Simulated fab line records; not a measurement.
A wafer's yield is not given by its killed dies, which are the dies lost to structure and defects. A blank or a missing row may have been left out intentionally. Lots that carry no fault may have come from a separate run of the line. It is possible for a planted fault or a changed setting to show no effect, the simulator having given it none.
Which of the tools did it? + flow nand harc + 24 lots, 72 wafers sampled, at 6 steps of a route of 1302

WHAT EACH GAUGE READ, for each wafer
NHARC_A_BLC_INSPECT_28. Usual: raw defect count at 559, with a standard deviation of 140.
| lot  | measured     | on                | raw defect count | flag |
|------|--------------|-------------------|------------------|------|
| L074 | day 21 23:07 | defect inspect-02 | 417 406 499      |      |
| L076 | day 23 02:44 | defect inspect-01 | 778 1014 713     |      |
| L075 | day 23 03:32 | defect inspect-01 | 538 480 388      |      |
| L077 | day 23 05:01 | defect inspect-01 | 484 577 508      |      |
| L079 | day 24 04:03 | defect inspect-01 | 452 463 517      |      |
| L078 | day 24 04:55 | defect inspect-01 | 507 534 473      |      |
| L080 | day 24 23:56 | defect inspect-01 | 516 543 614      |      |
| L082 | day 25 17:58 | defect inspect-02 | 502 391 606      |      |
| L081 | day 25 18:13 | defect inspect-02 | 696 540 610      |      |
| L083 | day 26 06:17 | defect inspect-01 | 473 570 471      |      |
| L086 | day 26 22:28 | defect inspect-02 | 579 447 592      |      |
| L084 | day 27 01:41 | defect inspect-01 | 948 539 633      |      |
| L085 | day 27 03:17 | defect inspect-01 | 487 566 571      |      |
| L089 | day 28 03:52 | defect inspect-02 | 361 511 502      |      |
| L088 | day 28 05:40 | defect inspect-01 | 589 592 661      |      |
| L087 | day 28 11:25 | defect inspect-02 | 458 521 348      |      |
| L091 | day 28 19:28 | defect inspect-01 | 473 759 805      |      |
| L090 | day 28 20:39 | defect inspect-01 | 627 483 627      |      |
| L093 | day 30 07:02 | defect inspect-01 | 664 1000 716     |      |
| L092 | day 30 10:58 | defect inspect-02 | 526 875 624      |      |
| L095 | day 30 21:50 | defect inspect-02 | 573 629 822      |      |
| L094 | day 31 04:32 | defect inspect-02 | 560 489 642      |      |
| L096 | day 31 19:16 | defect inspect-01 | 417 447 647      |      |
| L097 | day 32 08:20 | defect inspect-01 | 500 704 413      |      |

NHARC_A_M0_THK_MEAS_24: measures by xrf. Usual: thk nm at 113.9 nm, with a standard deviation of 1.5.
| lot  | measured     | on            | thk nm (nm)       | flag |
|------|--------------|---------------|-------------------|------|
| L074 | day 22 02:31 | film metro-02 | 114.0 116.5 112.2 |      |
| L076 | day 23 06:04 | film metro-02 | 113.1 116.3 112.9 |      |
| L075 | day 23 06:59 | film metro-02 | 114.5 113.2 113.0 |      |
| L077 | day 23 08:19 | film metro-02 | 116.1 113.8 116.5 |      |
| L079 | day 24 07:30 | film metro-01 | 114.0 114.8 115.4 |      |
| L078 | day 24 08:56 | film metro-02 | 114.0 113.4 115.6 |      |
| L080 | day 25 03:23 | film metro-01 | 114.3 113.8 115.5 |      |
| L082 | day 25 21:32 | film metro-01 | 113.1 110.6 111.9 |      |
| L081 | day 25 21:50 | film metro-01 | 114.3 114.7 112.5 |      |
| L083 | day 26 09:35 | film metro-02 | 113.0 111.8 112.9 |      |
| L086 | day 27 01:45 | film metro-02 | 114.2 111.4 112.9 |      |
| L084 | day 27 05:05 | film metro-02 | 115.1 115.5 112.6 |      |
| L085 | day 27 06:34 | film metro-02 | 111.9 113.7 114.2 |      |
| L089 | day 28 07:10 | film metro-01 | 113.8 112.1 114.9 |      |
| L088 | day 28 08:58 | film metro-01 | 115.2 116.1 114.5 |      |
| L087 | day 28 14:49 | film metro-01 | 114.1 112.4 116.7 |      |
| L091 | day 28 22:46 | film metro-02 | 114.6 113.8 115.9 |      |
| L090 | day 29 00:17 | film metro-01 | 113.0 113.1 113.0 |      |
| L093 | day 30 10:28 | film metro-02 | 113.4 114.5 118.2 |      |
| L092 | day 30 14:16 | film metro-01 | 115.6 112.4 113.8 |      |
| L095 | day 31 01:14 | film metro-02 | 114.6 115.6 116.0 |      |
| L094 | day 31 07:56 | film metro-02 | 113.2 112.8 113.4 |      |
| L096 | day 31 22:40 | film metro-02 | 115.4 114.2 114.8 |      |
| L097 | day 32 12:11 | film metro-02 | 113.6 114.6 112.6 |      |

NHARC_A_M0_INSPECT_27. Usual: raw defect count at 548, with a standard deviation of 130.
| lot  | measured     | on                | raw defect count | flag |
|------|--------------|-------------------|------------------|------|
| L074 | day 22 02:40 | defect inspect-01 | 417 376 397      |      |
| L076 | day 23 06:13 | defect inspect-01 | 609 629 588      |      |
| L075 | day 23 07:08 | defect inspect-01 | 404 489 447      |      |
| L077 | day 23 08:28 | defect inspect-02 | 989 409 416      |      |
| L079 | day 24 07:39 | defect inspect-02 | 520 352 522      |      |
| L078 | day 24 09:05 | defect inspect-01 | 358 504 742      |      |
| L080 | day 25 03:32 | defect inspect-02 | 594 396 585      |      |
| L082 | day 25 21:41 | defect inspect-01 | 539 479 590      |      |
| L081 | day 25 21:59 | defect inspect-01 | 607 636 450      |      |
| L083 | day 26 09:45 | defect inspect-01 | 424 474 600      |      |
| L086 | day 27 01:55 | defect inspect-02 | 633 532 583      |      |
| L084 | day 27 05:14 | defect inspect-02 | 578 752 606      |      |
| L085 | day 27 06:44 | defect inspect-01 | 349 414 338      |      |
| L089 | day 28 07:19 | defect inspect-01 | 410 622 621      |      |
| L088 | day 28 09:07 | defect inspect-02 | 781 494 547      |      |
| L087 | day 28 14:59 | defect inspect-02 | 744 516 410      |      |
| L091 | day 28 22:56 | defect inspect-01 | 418 455 444      |      |
| L090 | day 29 00:26 | defect inspect-01 | 467 555 874      |      |
| L093 | day 30 10:37 | defect inspect-01 | 482 475 584      |      |
| L092 | day 30 14:25 | defect inspect-02 | 544 686 691      |      |
| L095 | day 31 01:25 | defect inspect-01 | 751 887 998      |      |
| L094 | day 31 08:06 | defect inspect-01 | 506 617 648      |      |
| L096 | day 31 22:50 | defect inspect-02 | 375 455 485      |      |
| L097 | day 32 12:20 | defect inspect-01 | 805 751 694      |      |

WHICH TOOL RAN EACH LOT (tool, then ch and the chambers of the sampled wafers, then the start)
| lot  | NHARC_A_CONTACT_CVD_19                   | NHARC_A_BLC_CMP_25            | NHARC_A_M0_PRE_CLEAN_29                 |
|------|------------------------------------------|-------------------------------|-----------------------------------------|
| L074 | cvd w-02 ch 0,1, day 21 22:46 or earlier | cmp-02 ch 0,1,3, day 21 22:46 | pvd sputter-03, day 22 02:31 or earlier |
| L076 | cvd w-01 ch 0,1, day 23 02:19 or earlier | cmp-03 ch 0,3, day 23 02:19   | pvd sputter-01, day 23 06:04 or earlier |
| L075 | cvd w-02 ch 0, day 23 03:10 or earlier   | cmp-02 ch 1,3, day 23 03:10   | pvd sputter-02, day 23 06:59 or earlier |
| L077 | cvd w-01 ch 0,1, day 23 04:37 or earlier | cmp-02 ch 0,2,3, day 23 04:37 | pvd sputter-02, day 23 08:19 or earlier |
| L079 | cvd w-02 ch 0,1, day 24 03:39 or earlier | cmp-02 ch 1,2,3, day 24 03:39 | pvd sputter-03, day 24 07:30 or earlier |
| L078 | cvd w-02 ch 0,1, day 24 04:29 or earlier | cmp-04 ch 0,1,3, day 24 04:29 | pvd sputter-03, day 24 08:56 or earlier |
| L080 | cvd w-01 ch 0,1, day 24 23:32 or earlier | cmp-02 ch 0,1, day 24 23:32   | pvd sputter-02, day 25 03:23 or earlier |
| L082 | cvd w-01 ch 0,1, day 25 17:35 or earlier | cmp-04 ch 0,1,2, day 25 17:35 | pvd sputter-02, day 25 21:32 or earlier |
| L081 | cvd w-02 ch 0,1, day 25 17:49 or earlier | cmp-02 ch 0,2, day 25 17:49   | pvd sputter-03, day 25 21:50 or earlier |
| L083 | cvd w-02 ch 0,1, day 26 05:53 or earlier | cmp-02 ch 0,2,3, day 26 05:53 | pvd sputter-02, day 26 09:35 or earlier |
| L086 | cvd w-02 ch 1, day 26 22:04 or earlier   | cmp-02 ch 0,1,2, day 26 22:04 | pvd sputter-03, day 27 01:45 or earlier |
| L084 | cvd w-01 ch 0,1, day 27 01:18 or earlier | cmp-03 ch 1,3, day 27 01:18   | pvd sputter-02, day 27 05:05 or earlier |
| L085 | cvd w-01 ch 0,1, day 27 02:53 or earlier | cmp-04 ch 0,3, day 27 02:53   | pvd sputter-02, day 27 06:34 or earlier |
| L089 | cvd w-01 ch 0,1, day 28 03:28 or earlier | cmp-04 ch 0,2, day 28 03:28   | pvd sputter-01, day 28 07:10 or earlier |
| L088 | cvd w-02 ch 0,1, day 28 05:19 or earlier | cmp-03 ch 0,2,3, day 28 05:19 | pvd sputter-02, day 28 08:58 or earlier |
| L087 | cvd w-01 ch 0,1, day 28 11:01 or earlier | cmp-04 ch 2,3, day 28 11:01   | pvd sputter-01, day 28 14:49 or earlier |
| L091 | cvd w-02 ch 1, day 28 19:04 or earlier   | cmp-04 ch 1,2,3, day 28 19:04 | pvd sputter-03, day 28 22:46 or earlier |
| L090 | cvd w-01 ch 1, day 28 20:15 or earlier   | cmp-02 ch 2,3, day 28 20:15   | pvd sputter-03, day 29 00:17 or earlier |
| L093 | cvd w-01 ch 0,1, day 30 06:39 or earlier | cmp-02 ch 0,1,2, day 30 06:39 | pvd sputter-01, day 30 10:28 or earlier |
| L092 | cvd w-01 ch 0,1, day 30 10:37 or earlier | cmp-02 ch 1,2,3, day 30 10:37 | pvd sputter-01, day 30 14:16 or earlier |
| L095 | cvd w-01 ch 1, day 30 21:28 or earlier   | cmp-02 ch 0,2,3, day 30 21:28 | pvd sputter-03, day 31 01:14 or earlier |
| L094 | cvd w-02 ch 0,1, day 31 04:08 or earlier | cmp-03 ch 2,3, day 31 04:08   | pvd sputter-03, day 31 07:56 or earlier |
| L096 | cvd w-02 ch 0,1, day 31 18:51 or earlier | cmp-02 ch 0,1,2, day 31 18:51 | pvd sputter-03, day 31 22:40 or earlier |
| L097 | cvd w-02 ch 0,1, day 32 08:00 or earlier | cmp-02 ch 0,1,3, day 32 08:00 | pvd sputter-03, day 32 12:11 or earlier |
- NHARC_A_CONTACT_CVD_19: deposits W, target thk 300 nm, time 802 s.
- NHARC_A_BLC_CMP_25: polishes, t overpolish 30 s, target thk 150 nm.
- NHARC_A_M0_PRE_CLEAN_29: time 30 s.

AS READ BY THE TOOLS THEMSELVES (means over the sampled wafers that have a number; for cases with no such wafer, the mark the record gives instead)
NHARC_A_CONTACT_CVD_19. Usual: heater power w 482 W, standard deviation 41; mfc ar sccm 1560 sccm, standard deviation 5.1; throttle valve pct 8.0 %, standard deviation 0.3.
| lot  | tool     | heater power w (W) | mfc ar sccm (sccm) | throttle valve pct (%) | flag |
|------|----------|--------------------|--------------------|------------------------|------|
| L074 | cvd w-02 | 475                | 1563               | 7.9                    |      |
| L076 | cvd w-01 | 489                | 1558               | 8.6                    |      |
| L075 | cvd w-02 | 459                | 1560               | 8.2                    |      |
| L077 | cvd w-01 | 494                | 1565               | 8.3                    |      |
| L079 | cvd w-02 | 504                | 1556               | 7.8                    |      |
| L078 | cvd w-02 | 483                | 1561               | 7.9                    |      |
| L080 | cvd w-01 | 477                | 1560               | 8.0                    |      |
| L082 | cvd w-01 | 476                | 1560               | 8.1                    |      |
| L081 | cvd w-02 | 481                | 1561               | 8.0                    |      |
| L083 | cvd w-02 | 479                | 1562               | 7.9                    |      |
| L086 | cvd w-02 | 538                | 1560               | 7.5                    |      |
| L084 | cvd w-01 | 471                | 1564               | 8.2                    |      |
| L085 | cvd w-01 | 468                | 1565               | 8.2                    |      |
| L089 | cvd w-01 | 492                | 1554               | 8.2                    |      |
| L088 | cvd w-02 | 496                | 1561               | 7.6                    |      |
| L087 | cvd w-01 | 478                | 1565               | 8.0                    |      |
| L091 | cvd w-02 | 549                | 1556               | 7.6                    |      |
| L090 | cvd w-01 | 492                | 1564               | 8.0                    |      |
| L093 | cvd w-01 | 483                | 1556               | 8.4                    |      |
| L092 | cvd w-01 | 485                | 1561               | 8.3                    |      |
| L095 | cvd w-01 | 505                | 1552               | 8.2                    |      |
| L094 | cvd w-02 | 457                | 1558               | 7.8                    |      |
| L096 | cvd w-02 | 499                | 1560               | 7.5                    |      |
| L097 | cvd w-02 | 462                | 1560               | 7.8                    |      |

NHARC_A_BLC_CMP_25. Usual: motor current A 12.4 A, standard deviation 1.2; overpolish run s 30.001 s, standard deviation 0.0088; time to endpoint s 30.5 s, standard deviation 2.5.
| lot  | tool   | motor current A (A) | overpolish run s (s) | time to endpoint s (s) | flag |
|------|--------|---------------------|----------------------|------------------------|------|
| L074 | cmp-02 | 11.7                | 30.002               | 28.5                   |      |
| L076 | cmp-03 | 12.9                | 30.003               | 29.4                   |      |
| L075 | cmp-02 | 12.0                | 29.999               | 29.1                   |      |
| L077 | cmp-02 | 12.4                | 29.990               | 29.5                   |      |
| L079 | cmp-02 | 12.5                | 30.018               | 27.2                   |      |
| L078 | cmp-04 | 12.3                | 29.999               | 34.0                   |      |
| L080 | cmp-02 | 11.8                | 29.987               | 32.1                   |      |
| L082 | cmp-04 | 12.4                | 30.002               | 27.5                   |      |
| L081 | cmp-02 | 12.3                | 30.002               | 33.8                   |      |
| L083 | cmp-02 | 12.1                | 30.004               | 31.6                   |      |
| L086 | cmp-02 | 12.2                | 29.998               | 31.0                   |      |
| L084 | cmp-03 | 13.0                | 29.995               | 30.2                   |      |
| L085 | cmp-04 | 10.7                | 30.009               | 29.9                   |      |
| L089 | cmp-04 | 11.3                | 30.001               | 26.8                   |      |
| L088 | cmp-03 | 13.1                | 30.005               | 30.1                   |      |
| L087 | cmp-04 | 12.6                | 29.991               | 31.0                   |      |
| L091 | cmp-04 | 13.5                | 29.994               | 29.2                   |      |
| L090 | cmp-02 | 12.6                | 29.997               | 32.1                   |      |
| L093 | cmp-02 | 12.5                | 30.008               | 32.7                   |      |
| L092 | cmp-02 | 12.6                | 29.998               | 31.4                   |      |
| L095 | cmp-02 | 12.4                | 29.997               | 32.5                   |      |
| L094 | cmp-03 | 13.4                | 30.004               | 29.3                   |      |
| L096 | cmp-02 | 12.0                | 30.004               | 32.5                   |      |
| L097 | cmp-02 | 12.3                | 29.990               | 31.7                   |      |

NHARC_A_M0_PRE_CLEAN_29. Usual: heater power w at 394 W, with a standard deviation of 32.
| lot  | tool           | heater power w (W) | flag |
|------|----------------|--------------------|------|
| L074 | pvd sputter-03 | 380                |      |
| L076 | pvd sputter-01 | 399                |      |
| L075 | pvd sputter-02 | 401                |      |
| L077 | pvd sputter-02 | 426                |      |
| L079 | pvd sputter-03 | 352                |      |
| L078 | pvd sputter-03 | 371                |      |
| L080 | pvd sputter-02 | 397                |      |
| L082 | pvd sputter-02 | 405                |      |
| L081 | pvd sputter-03 | 396                |      |
| L083 | pvd sputter-02 | 405                |      |
| L086 | pvd sputter-03 | 373                |      |
| L084 | pvd sputter-02 | 409                |      |
| L085 | pvd sputter-02 | 395                |      |
| L089 | pvd sputter-01 | 391                |      |
| L088 | pvd sputter-02 | 386                |      |
| L087 | pvd sputter-01 | 399                |      |
| L091 | pvd sputter-03 | 407                |      |
| L090 | pvd sputter-03 | 422                |      |
| L093 | pvd sputter-01 | 393                |      |
| L092 | pvd sputter-01 | 383                |      |
| L095 | pvd sputter-03 | 422                |      |
| L094 | pvd sputter-03 | 375                |      |
| L096 | pvd sputter-03 | 392                |      |
| L097 | pvd sputter-03 | 377                |      |

THE ANSWER, worked out from the rows above alone
Rule: a lot counts as off when the mean over its wafers that have a number is more than 3 standard deviations away from the usual mean. A lot without any number at a reading at which 4 lots or more have one is off too. Any other lot the step has rows for is counted as sound. After the gauges, taken in route order, come the tools' own readings; for these a lot's mean is taken, as printed above. The first step at which some lot is off is used, and at that step the reading that is off furthest; a lot without a number counts as furthest.
None of the lots is off at any reading shown; this tells nothing.

WHAT THE SIMULATOR HAD PUT IN
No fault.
